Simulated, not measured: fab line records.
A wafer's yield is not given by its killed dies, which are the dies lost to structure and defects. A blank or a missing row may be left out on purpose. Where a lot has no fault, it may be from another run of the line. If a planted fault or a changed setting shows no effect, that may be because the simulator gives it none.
Struck lot and sound lot, side by side	flow n5_finfet	37 out of 1938 route steps
Sound: these wafers, L677.1, L677.2, L677.4. Wafers L667.3, L667.4, L667.6 were the ones struck. The cause is given at the end.
Order at every step that has rows: each side's tool, ch and its chambers, its first start. Under that, the readings that differ: sound wafers	struck wafers	difference of the means	sigmas: that difference in standard deviations of wafers without a fault.
alike: words and numbers the same on both sides, and readings whose means are apart by under 2 such deviations; not compared: readings that were withheld, readings missing a value for some wafer, numbers with overlapping values and no deviation given by the record, and bounds like >300 which may hide the same value.
A row with sigmas, a row that says differs or no value, or rows on one side alone: a step with any of these is where the two part. Numbers that have no deviation but don't overlap get no sigmas and don't part them. A reading missing from all wafers of one side parts the sides only when that side holds two or more wafers.

first, 9 steps without rows for these wafers: N5_BEOL_M4_ANNEAL_95 (time 240 s); N5_BEOL_M4_SPUTTER_96 (material Cu, target thk 4.5 nm, time 8.29 s); N5_BEOL_M4_ECD_50 (material Cu, target thk 300 nm); N5_BEOL_M4_ANNEAL_51 (time 90 s); N5_BEOL_M4_CMP_52 (polishes, stops on SiOC, t overpolish 6.8 s, target thk 40 nm); N5_BEOL_M4_PRE_CLEAN_60 (time 15 s); N5_BEOL_M4_CO_CAP_55 (material Co, precursor CCTBA/H2, target thk 2 nm, time 102.1 s); N5_BEOL_M4_PRE_CLEAN_56 (time 15 s); N5_BEOL_M4_DEP_57 (deposits SiCN from 3MS/NH3, target thk 8 nm, time 14 s).
N5_BEOL_M4_RC_MEAS_101:
  sound on prober-01 ch 0, day 13 17:08; struck on prober-02 ch 0, day 11 02:20
  alike: DIBL_N, DIBL_P, IOFF_N, IOFF_P, ION_N, ION_P, SS_N, SS_P, VT_N, VT_P
then, 24 steps without rows for these wafers: N5_BEOL_M5_ILD_DEP_00 (deposits SiCOH lowk from DEMS/porogen, target thk 140.64 nm, time 25.9 s); N5_BEOL_M5_CURE_79 (cures SiCOH lowk, time 240 s); N5_BEOL_M5_PECVD_70 (deposits SiO2 from TEOS/O2, target thk 16 nm, time 18 s); N5_BEOL_M5_HM_DEP_02 (deposits TiN, target thk 20 nm); N5_BEOL_M5_COAT_59 (time 60 s, resist thk 60 nm); N5_BEOL_M5_COAT_60 (time 60 s, resist thk 12 nm); N5_BEOL_M5_COAT_71 (time 60 s, resist thk 5 nm); N5_BEOL_M5_COAT_05 (resist thk 30 nm); N5_BEOL_M5_EBR_07; N5_BEOL_M5_SOFTBAKE_06 (time 60 s); N5_BEOL_M5_EXPOSE_08 (exposes mask M5, target cd 28 nm); N5_BEOL_M5_PEB_09 (peb time 60 s); N5_BEOL_M5_DEVELOP_10 (develop time 30 s); N5_BEOL_M5_DESCUM_16 (chemistry O2, time 7 s); N5_BEOL_M5_ETCH_72 (etches underlayer in N2/H2, target depth 6.5 nm, time 5.2 s); N5_BEOL_M5_ETCH_61 (etches SiARC in CF4, target depth 15.6 nm, time 26 s); N5_BEOL_M5_ETCH_62 (etches SOC in N2/H2, target depth 75 nm, overetch 15 nm, time 112.5 s); N5_BEOL_M5_STRIP_63 (strips in N2/H2); N5_BEOL_M5_STRIP_73 (strips in N2/H2); N5_BEOL_M5_STRIP_64 (strips in CF4); N5_BEOL_M5_HM_OPEN_17 (chemistry Cl2/BCl3, target TiN, target depth 20 nm, overetch 6 nm); N5_BEOL_M5_STRIP_19 (strips in O2); N5_BEOL_M5_COAT_65 (time 60 s, resist thk 60 nm); N5_BEOL_M5_COAT_66 (time 60 s, resist thk 12 nm).
N5_BEOL_M6_ETCH_66: etches SOC in N2/H2, target depth 80 nm, overetch 16 nm, time 120 s.
  sound on rie_diel-05 ch 0,1,3, day 14 16:32; struck on rie_diel-06 ch 0,2,3, day 11 18:07
  no value came back on the struck wafers for any of 8 readings (bias_w (W), chamber_pressure_mTorr (mTorr) and others); on the sound wafers bias_w (W) reads 150.0 149.8 150.4
reading	sound	struck	difference	sigmas
model.SiARC_of_BEOL_M6_COAT_64.thk_nm (nm)	6.4 6.6 6.2	12 12 12	+6	
model.underlayer_of_BEOL_M6_COAT_71.thk_nm (nm)	0 0 0	5 5 5	+5	
N5_BEOL_M6_VIA_ETCH_34: etches SiCOH lowk in C4F6/O2, target depth 126.3 nm, time 50.9 s.
  sound on rie_diel-05 ch 0,1,3, day 14 16:38; struck on rie_diel-06 ch 0,2,3, day 11 18:13
reading	sound	struck	difference	sigmas
oes_product_au (a.u.)	0.80 0.88 0.87	0.35 0.26 0.31	-0.54	-5
  alike: C4F6_flow_sccm, O2_flow_sccm, chamber_pressure_mTorr, drypump_motor_current_A, rf_vpp_V, showerhead_plenum_p_Torr, throttle_valve_pct
  not compared: rf_hours_counter_h
-- record jumps: 4 days separate the struck wafers' starts on either side; left off in module BEOL_M6, taken up again in module PASSIVATION, whose first shown step is the route's number 1936 --
N5_PASSIVATION_PROBE_49:
  the record has rows for the struck wafers here (prober-02, day 15 13:16) and none for the sound ones

WHERE THEY PART
Earliest at N5_BEOL_M6_ETCH_66; latest, in this record, at N5_PASSIVATION_PROBE_49.

WHY: whatever the simulator had introduced
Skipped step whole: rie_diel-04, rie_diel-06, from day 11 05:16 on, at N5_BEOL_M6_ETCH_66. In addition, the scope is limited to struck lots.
